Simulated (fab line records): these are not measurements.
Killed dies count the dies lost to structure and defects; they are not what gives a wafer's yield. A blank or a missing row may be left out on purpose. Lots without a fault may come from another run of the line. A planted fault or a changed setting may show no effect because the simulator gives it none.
fab line records	flow nand-harc
record lots=11	wafers=33	last-day=33
route steps=1302 shown A_CHANNEL_HOLE_D1@469 A_CHANNEL_FILL_D1@500
lots that met no fault: from a run of the same line without faults
start-h: the number of hours between the record's first day and the start of the first shown wafer of the lot	wait-h: how many hours have passed since the lot's step before this one	" unchanged from the row above	L1.1+2: several wafers, shown together as one row	- no value, or no start was given	* or withheld: withheld	< > ~ a bound
route shown NAME@n: names a module that has steps shown in the file, with the first one's number in the route	usual: mean/standard deviation of fault-free wafers	same: alike in all rows	chamber/n: place in a boat	sites: each site's reading	_std_site: how widely they spread, as a standard deviation	_edge_site: the outer-site mean with the inner-site mean subtracted	radius-mm: for every site, how far away it sits from the centre of the wafer	mask NAME#n: copy n	behind: the last tool/chamber to shape the wafer	hold: what put the lot on hold/how long, in hours/how the hold closed	device: transistor that didn't switch, given as n, p or np	end of line: the tests these same wafers got at the end of their route	where a step has no rows: the recipe by itself	killed: not the wafer's yield, but the dies lost to structure and defects at the first sort	map: per-die view of a wafer (x killed, . not killed, _ where there is no die)
set.NAME: the setting as run; set.NAME@STEP: as run at that earlier step	model.NAME: the simulator's own value behind a step, which no gauge read
route steps across a sampled set of lots; one table per step, one row per wafer
services: from which hour (start-h, from the record's first day; less than 0 if before it) a tool's chamber was out of use, for how many hours, and why
## steps
# step NHARC_A_CHANNEL_HOLE_D1_ETCH_16
# recipe target-depth-a=31000	over-etch-frac=0.3	time-s=806	ion-energy-ev=150	o2-flow-sccm=400	cos-flow-sccm=20	ar-flow-sccm=0	rf-w=500	bias-w=300	chemistry=O2/COS
# usual bias-w=299.9/0.83	drypump-motor-current-A=5.8/0.38	mfc-ar-sccm=0.004/0.006	oes-product-au=1.000/0.0091	rf-vpp-V=313.9/2.2	showerhead-plenum-p-Torr=3.11/0.14	throttle-valve-pct=28.330/0.0089
lot.wafer	tool	chamber	start-h	wait-h	bias-w	drypump-motor-current-A	mfc-ar-sccm	oes-product-au	rf-hours-counter-h	rf-vpp-V	showerhead-plenum-p-Torr	throttle-valve-pct
L898.3	rie-diel-02	1	-	-	300.7	5.6	0	1.000	11	314.7	3.21	28.323
L898.6	"	2	"	"	298.8	5.6	0.015	0.980	-	312.7	3.01	28.328
L898.5	"	3	"	"	300.5	5.4	0	1.004	-	316.7	3.32	28.327
L899.1	rie-diel-02	3	-	-	299.1	5.4	0	1.000	13	317.0	3.32	28.328
L899.3	"	1	"	"	298.3	5.6	0	1.005	13	316.0	3.21	28.348
L899.2	"	2	"	"	298.0	5.6	0.015	0.987	12	313.2	3.01	28.330
L900.3	rie-diel-02	3	-	-	298.6	5.4	0	0.993	14	315.6	3.31	28.332
L900.2	"	1	"	"	299.3	5.5	0	0.997	14	316.3	3.21	28.324
L900.6	"	3	"	"	299.3	5.4	0	1.003	-	316.8	3.31	28.335
L901.2	rie-diel-11	0	-	-	300.1	6.2	0.007	1.008	50	311.5	2.96	28.333
L901.4	"	2	"	"	301.4	6.6	0.004	0.991	45	314.1	3.10	28.320
L901.5	"	1	"	"	300.7	6.2	0	0.991	-	314.0	3.08	28.333
L906.1	rie-diel-02	1	-	-	301.1	5.5	0	1.013	4	316.7	3.21	28.339
L906.6	"	1	"	"	299.8	5.6	0	1.014	-	314.8	3.21	28.343
L906.5	"	2	"	"	299.6	5.5	0.015	1.003	-	311.5	3.01	28.336
L908.3	rie-diel-02	2	-	-	300.8	5.5	0.015	1.009	7	311.9	3.01	28.323
L908.1	"	1	"	"	300.0	5.5	0	1.010	7	316.3	3.21	28.350
L908.5	"	3	"	"	300.1	5.4	0	0.993	-	314.5	3.31	28.315
L910.3	rie-diel-02	3	-	-	300.0	5.4	0	1.003	9	314.3	3.31	28.342
L910.2	"	0	"	"	299.3	6.2	0	0.987	9	311.3	2.93	28.331
L910.1	"	1	"	"	300.6	5.6	0	0.998	9	315.2	3.21	28.317
L911.4	rie-diel-02	2	-	-	299.3	5.6	0.015	1.008	10	313.1	3.01	28.330
L911.1	"	0	"	"	300.5	6.2	0	1.000	10	311.0	2.93	28.340
L911.5	"	2	"	"	300.0	5.5	0.015	1.017	-	312.6	3.01	28.314
L913.2	rie-diel-11	0	-	-	300.6	6.2	0.007	0.989	29	312.7	2.94	28.333
L913.1	"	1	"	"	298.9	6.2	0	1.012	27	313.6	3.06	28.329
L913.3	"	2	"	"	299.6	6.6	0.004	1.009	26	314.7	3.09	28.332
L915.2	rie-diel-11	0	-	-	300.4	6.2	0.007	0.981	34	311.6	2.93	28.337
L915.1	"	1	"	"	300.0	6.2	0	1.008	33	313.2	3.05	28.335
L915.5	"	0	"	"	299.9	6.2	0.007	0.985	-	310.8	2.93	28.332
L920.1	rie-diel-02	1	-	-	301.6	5.5	0	1.018	1	315.6	3.20	28.326
L920.2	"	3	"	"	300.6	5.4	0	0.993	1	314.2	3.31	28.333
L920.5	"	1	"	"	300.8	5.5	0	1.008	-	314.8	3.20	28.335
# step NHARC_A_CHANNEL_HOLE_D1_ETCH_33
# recipe bias-v=400	source-w=2000	pressure-mtorr=25	time-s=90	ar-flow-sccm=375	c4f8-flow-sccm=41.7	o2-flow-sccm=83.3	temp-c=-20	target-depth-a=4000	chemistry=C4F8/O2/Ar
# usual bias-v=400/4.1	drypump-motor-current-A=6.0/0.34	mfc-ar-sccm=375.0/1.1	showerhead-plenum-p-Torr=3.69/0.12	temp-c=-20.01/0.12	throttle-valve-pct=27.620/0.009
lot.wafer	tool	chamber	start-h	wait-h	bias-v	drypump-motor-current-A	mfc-ar-sccm	rf-hours-counter-h	showerhead-plenum-p-Torr	temp-c	throttle-valve-pct
L898.3	har-etch-02	0	192.59	0.2	396	6.6	376.1	-	3.61	-19.98	27.604
L898.5	"	0	"	"	393	6.6	375.9	-	3.61	-20.00	27.609
L898.6	"	1	"	"	399	5.6	373.2	-	3.44	-20.09	27.610
L899.2	har-etch-02	0	203.39	0.2	398	6.6	375.2	314	3.61	-20.01	27.628
L899.1	"	1	"	"	399	5.7	375.5	314	3.44	-20.28	27.633
L899.3	"	0	"	"	400	6.6	373.2	-	3.61	-19.92	27.617
L900.2	har-etch-02	0	216.07	0.2	395	6.6	374.6	322	3.60	-19.94	27.616
L900.3	"	0	"	"	398	6.6	374.5	-	3.60	-19.95	27.625
L900.6	"	0	"	"	400	6.6	375.9	-	3.60	-19.95	27.614
L901.2	har-etch-01	0	229.53	0.2	400	5.9	374.4	114	3.76	-19.72	27.625
L901.4	"	1	"	"	398	5.8	374.3	-	3.76	-20.05	27.625
L901.5	"	0	"	"	399	5.9	376.6	-	3.76	-19.93	27.627
L906.1	har-etch-01	1	279.95	0.2	407	5.8	375.2	145	3.74	-20.14	27.617
L906.5	"	0	"	"	406	5.9	375.8	-	3.74	-20.03	27.603
L906.6	"	1	"	"	407	5.8	376.7	-	3.74	-20.15	27.607
L908.1	har-etch-02	0	299.37	0.2	405	6.6	375.4	371	3.58	-20.14	27.626
L908.3	"	1	"	"	403	5.7	374.9	-	3.97	-20.10	27.623
L908.5	"	1	"	"	402	5.7	376.4	-	3.97	-20.11	27.607
L910.1	har-etch-02	1	332.53	0.2	400	5.7	373.4	371	3.97	-20.02	27.609
L910.2	"	0	"	"	404	6.6	375.6	387	3.57	-19.95	27.608
L910.3	"	1	"	"	401	5.7	375.4	-	3.97	-19.97	27.620
L911.1	har-etch-01	0	333.60	0.2	396	5.9	374.1	172	3.73	-20.14	27.610
L911.4	"	1	"	"	404	5.8	376.4	-	3.73	-20.10	27.612
L911.5	"	0	"	"	403	5.9	375.1	-	3.73	-20.08	27.620
L913.1	har-etch-01	0	351.45	0.2	402	5.9	375.6	187	3.72	-19.93	27.621
L913.2	"	1	"	"	401	5.8	373.1	187	3.72	-20.08	27.631
L913.3	"	1	"	"	397	5.8	373.6	-	3.72	-20.23	27.608
L915.1	har-etch-01	1	361.18	0.2	397	5.8	375.4	191	3.72	-20.04	27.620
L915.2	"	0	"	"	404	5.9	375.6	191	3.72	-20.06	27.629
L915.5	"	0	"	"	402	5.9	373.7	-	3.72	-20.17	27.641
L920.1	har-etch-01	0	422.50	0.2	396	5.9	375.8	229	3.70	-19.98	27.624
L920.2	"	1	"	"	403	5.8	373.6	229	3.70	-19.93	27.624
L920.5	"	1	"	"	397	5.8	373.4	-	3.70	-19.98	27.621
# step NHARC_A_CHANNEL_HOLE_D1_STRIP_27
# recipe o2-flow-sccm=500	ar-flow-sccm=0	bias-w=0	chemistry=O2
# usual drypump-motor-current-A=5.9/0.47	mfc-ar-sccm=0.007/0.0077	oes-product-au=0.998/0.0087	rf-vpp-V=57.7/0.93	showerhead-plenum-p-Torr=3.51/0.16	throttle-valve-pct=17.036/0.0083
# same bias-w=0
lot.wafer	tool	chamber	start-h	wait-h	drypump-motor-current-A	mfc-ar-sccm	oes-product-au	rf-hours-counter-h	rf-vpp-V	showerhead-plenum-p-Torr	throttle-valve-pct
L898.3	rie-diel-02	0	-	-	6.2	0	0.988	13	56.5	3.33	17.043
L898.6	"	1	"	"	5.6	0	1.007	-	57.5	3.63	17.020
L898.5	"	2	"	"	5.5	0.015	0.979	-	58.6	3.41	17.033
L899.3	rie-diel-11	3	-	-	6.1	0	0.990	44	57.6	3.61	17.055
L899.1	"	0	"	"	6.2	0.007	0.999	43	56.9	3.35	17.033
L899.2	"	1	"	"	6.2	0	0.996	38	56.7	3.48	17.033
L900.3	rie-diel-11	1	-	-	6.2	0	0.998	41	58.0	3.48	17.032
L900.2	"	2	"	"	6.6	0.004	0.996	42	57.4	3.51	17.045
L900.6	"	3	"	"	6.1	0	0.984	-	59.6	3.61	17.030
L901.2	rie-diel-11	2	-	-	6.6	0.004	0.987	47	57.1	3.51	17.034
L901.4	"	3	"	"	6.1	0	0.976	53	59.3	3.61	17.051
L901.5	"	1	"	"	6.2	0	1.001	-	56.2	3.48	17.041
L906.1	rie-diel-02	0	-	-	6.2	0	0.997	5	57.5	3.32	17.027
L906.5	"	2	"	"	5.5	0.015	0.995	-	56.9	3.40	17.057
L906.6	"	3	"	"	5.4	0	0.992	-	58.2	3.74	17.026
L908.1	rie-diel-02	2	-	-	5.5	0.015	1.002	7	56.4	3.40	17.032
L908.3	"	0	"	"	6.2	0	0.993	7	57.8	3.32	17.035
L908.5	"	2	"	"	5.5	0.015	0.999	-	57.7	3.40	17.018
L910.3	rie-diel-02	0	-	-	6.2	0	0.994	10	57.2	3.32	17.049
L910.2	"	2	"	"	5.5	0.015	1.018	10	57.1	3.40	17.036
L910.1	"	3	"	"	5.4	0	1.006	10	58.1	3.74	17.031
L911.1	rie-diel-13	1	-	-	6.6	0	1.011	42	57.2	3.33	17.042
L911.4	"	3	"	"	5.8	0.013	1.001	57	58.3	3.58	17.042
L911.5	"	0	"	"	5.1	0.019	0.998	-	55.5	3.51	17.044
L913.2	rie-diel-13	2	-	-	6.0	0.016	1.007	0	58.8	3.81	17.027
L913.3	"	3	"	"	5.9	0.013	0.989	0	56.7	3.58	17.038
L913.1	"	0	"	"	5.1	0.019	0.989	0	57.5	3.51	17.030
L915.1	rie-diel-02	1	-	-	5.5	0	1.002	13	58.9	3.62	17.027
L915.2	"	0	"	"	6.2	0	0.995	14	58.0	3.32	17.038
L915.5	"	2	"	"	5.5	0.015	1.011	-	56.3	3.40	17.026
L920.1	rie-diel-13	1	-	-	6.7	0	0.992	20	57.2	3.32	17.043
L920.2	"	0	"	"	5.1	0.019	0.994	17	59.2	3.50	17.028
L920.5	"	2	"	"	6.0	0.016	1.006	-	58.1	3.80	17.038
# step NHARC_A_CHANNEL_FILL_D1_ETCHBACK_20
# recipe target-depth-a=270	time-s=13.5	c4f8-flow-sccm=withheld	o2-flow-sccm=8	ar-flow-sccm=withheld	rf-w=600	bias-w=1500	chemistry=C4F8/O2/Ar
# usual bias-w=1500/4.6	oes-product-au=0.96/0.038	rf-fwd-power-W=586.5/2.5	rf-vpp-V=982/6.3
lot.wafer	tool	chamber	start-h	wait-h	bias-w	oes-product-au	rf-fwd-power-W	rf-hours-counter-h	rf-vpp-V
L898.3	rie-diel-01	2	220.26	-	1494	1.01	587.6	0.3	987
L898.5	"	0	"	"	1506	1.02	585.8	-	985
L898.6	"	1	"	"	1497	1.02	586.3	-	987
L899.1	rie-diel-04	3	231.16	-	1493	1.00	587.3	1.2	988
L899.2	"	0	"	"	1499	0.99	588.8	1.7	982
L899.3	"	2	"	"	1496	0.98	583.8	1.2	983
L900.3	rie-diel-03	1	242.98	-	1495	0.92	585.5	4.9	987
L900.2	"	2	"	"	1507	0.92	585.2	6.1	969
L900.6	"	1	"	"	1500	0.92	585.4	-	988
L901.2	rie-diel-03	1	255.47	-	1507	0.92	585.4	5.5	985
L901.4	"	3	"	"	1502	0.93	588.5	6.8	983
L901.5	"	2	"	"	1500	0.92	583.2	-	970
L906.1	rie-diel-04	0	309.92	-	1496	0.92	588.9	5.2	982
L906.5	"	0	"	"	1500	0.91	586.0	-	981
L906.6	"	1	"	"	1505	0.93	583.8	-	988
L908.3	rie-diel-03	3	326.62	-	1504	1.01	590.1	1.4	983
L908.1	"	0	"	"	1497	1.01	583.4	1.7	976
L908.5	"	2	"	"	1500	1.00	584.0	-	969
L911.1	rie-diel-01	1	360.73	-	1497	0.95	586.5	8.3	988
L911.4	"	0	"	"	1496	0.94	586.7	8.6	984
L911.5	"	2	"	"	1493	0.95	589.5	-	986
L910.1	rie-diel-03	2	360.73	-	1505	1.00	584.1	3.0	968
L910.3	"	0	"	"	1503	0.90	488.4	3.3	978
L910.2	"	1	"	"	1493	1.01	588.5	3.6	985
L913.1	rie-diel-04	2	377.41	-	1502	0.99	583.8	0.6	982
L913.2	"	3	"	"	1493	1.00	588.4	1.1	986
L913.3	"	1	"	"	1499	1.00	586.5	0.7	989
L915.2	rie-diel-03	2	387.23	-	1500	0.92	586.1	4.2	969
L915.1	"	3	"	"	1495	0.92	589.5	3.8	983
L915.5	"	0	"	"	1499	0.83	491.5	-	978
L920.2	rie-diel-04	2	449.45	-	1499	0.98	584.3	4.6	980
L920.1	"	3	"	"	1495	1.00	589.3	6.4	988
L920.5	"	2	"	"	1498	0.98	587.7	-	980
## services
tool	chamber	start-h	hours	kind
rie-diel-13	-	165.27	9.0	pm
rie-diel-13	1	176.96	12.6	repair
rie-diel-04	-	177.90	9.0	pm
rie-diel-01	-	189.91	0.9	repair
rie-diel-03	1	193.36	5.2	repair
rie-diel-13	1	200.62	11.4	repair
rie-diel-01	-	203.82	9.0	pm
rie-diel-02	-	216.70	9.0	pm
rie-diel-11	1	218.96	1.8	repair
rie-diel-01	0	230.88	14.8	repair
rie-diel-03	0	236.72	1.6	repair
rie-diel-02	1	253.46	3.1	repair
rie-diel-11	-	258.98	9.0	pm
rie-diel-13	1	277.35	7.3	repair
rie-diel-03	-	281.30	9.0	pm
rie-diel-04	-	317.41	0.2	repair
rie-diel-13	-	342.35	9.0	pm
rie-diel-04	-	354.90	9.0	pm
har-etch-02	-	377.42	17.0	pm
rie-diel-11	2	379.91	2.2	repair
rie-diel-02	-	393.70	9.0	pm
rie-diel-04	1	427.59	1.7	repair
rie-diel-11	0	435.20	3.0	repair
rie-diel-11	-	435.99	9.0	pm
## key
first-sign step=NHARC_A_CHANNEL_FILL_D1_ETCHBACK_20	reading=rf-fwd-power-W	direction=down	sigmas=38	usual=*	struck=*
effect step=NHARC_A_CHANNEL_FILL_D1_ETCHBACK_20	reading=oes-product-au	direction=down	sigmas=2.6	usual=0.96	struck=0.87
met-at NHARC_A_CHANNEL_FILL_D1_ETCHBACK_20
struck-lots L910,L915
struck-wafers L910.3,L915.5
tester-left-out L910,L915
not-acting-at NHARC_A_CHANNEL_HOLE_D1_ETCH_16,NHARC_A_CHANNEL_HOLE_D1_ETCH_33,NHARC_A_CHANNEL_HOLE_D1_STRIP_27
onset-between 326.62 360.73
fault kind=process-parameter-drift	tool=rie-diel-03	chamber=0	onset-h=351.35	steps=NHARC_A_CHANNEL_FILL_D1_ETCHBACK_20	channel=rf-w	offset=*	shape=step	end-h=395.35	acts-in=*	stated=*
# tester-left-out: of these lots the tester's yield and bins aren't shown, on N5 and GAA mostly nor the transistor test; their killed dies are dies lost to structure and defects alone, not to doping, threshold or leakage, so they don't give the yield
